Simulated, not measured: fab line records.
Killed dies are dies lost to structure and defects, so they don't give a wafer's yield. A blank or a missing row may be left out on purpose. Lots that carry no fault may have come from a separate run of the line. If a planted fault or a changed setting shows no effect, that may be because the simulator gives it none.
Matching of chambers / flow nand_harc / 3 sister chambers for NHARC_A_CONTACT_DEP_58 on pecvd-02
The step deposits SiON, target thk 60 nm. 6 wafers are shown with their chamber, then 7 later ones without.

== EACH WAFER AND ITS CHAMBER ==
wafer=L498.3; chamber=1; heater_power_w (W)=1022; showerhead_vpp_V (V)=1143
wafer=L498.5; chamber=2; heater_power_w (W)=817; showerhead_vpp_V (V)=1091
wafer=L506.2; chamber=1; heater_power_w (W)=965; showerhead_vpp_V (V)=1157
wafer=L506.6; chamber=0; heater_power_w (W)=644; showerhead_vpp_V (V)=1084
wafer=L509.4; chamber=0; heater_power_w (W)=639; showerhead_vpp_V (V)=1100
wafer=L509.5; chamber=2; heater_power_w (W)=838; showerhead_vpp_V (V)=1106

== WAFERS MISSING THEIR CHAMBER ==
wafer=L509.6; heater_power_w (W)=1026; showerhead_vpp_V (V)=1155
wafer=L511.2; heater_power_w (W)=1004; showerhead_vpp_V (V)=1157
wafer=L511.3; heater_power_w (W)=663; showerhead_vpp_V (V)=1100
wafer=L511.4; heater_power_w (W)=737; showerhead_vpp_V (V)=1116
wafer=L512.1; heater_power_w (W)=1050; showerhead_vpp_V (V)=1162
wafer=L512.2; heater_power_w (W)=714; showerhead_vpp_V (V)=1092
wafer=L512.5; heater_power_w (W)=719; showerhead_vpp_V (V)=1106

== THE CHAMBER EACH PASSED THROUGH ==
wafer=L509.6; from the rows above=1; in truth=1
wafer=L511.2; from the rows above=1; in truth=1
wafer=L511.3; from the rows above=0; in truth=0
wafer=L511.4; from the rows above=can't be placed: 2 or 0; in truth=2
wafer=L512.1; from the rows above=1; in truth=1
wafer=L512.2; from the rows above=can't be placed: 0 or 2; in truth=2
wafer=L512.5; from the rows above=can't be placed: 0 or 2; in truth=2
4 of 7 placed correctly. Cannot be placed on the basis of these rows: 3; the candidates contain the true chamber in 3. 0 placed wrongly.
How it was worked out, from the rows above alone: a wafer's distance from a chamber is the root of the sum, over the readings, of the square of ((its reading less the chamber's mean) divided by the reading's scatter). The wafer belongs to the nearest chamber; if the next one is less than 2 further off, it can't be placed. A chamber's mean is the mean of its shown wafers. How the scatter is found: for the shown wafers, subtract from each reading the mean of its chamber, square and add these, divide the total by (wafers less chambers), then take the root.
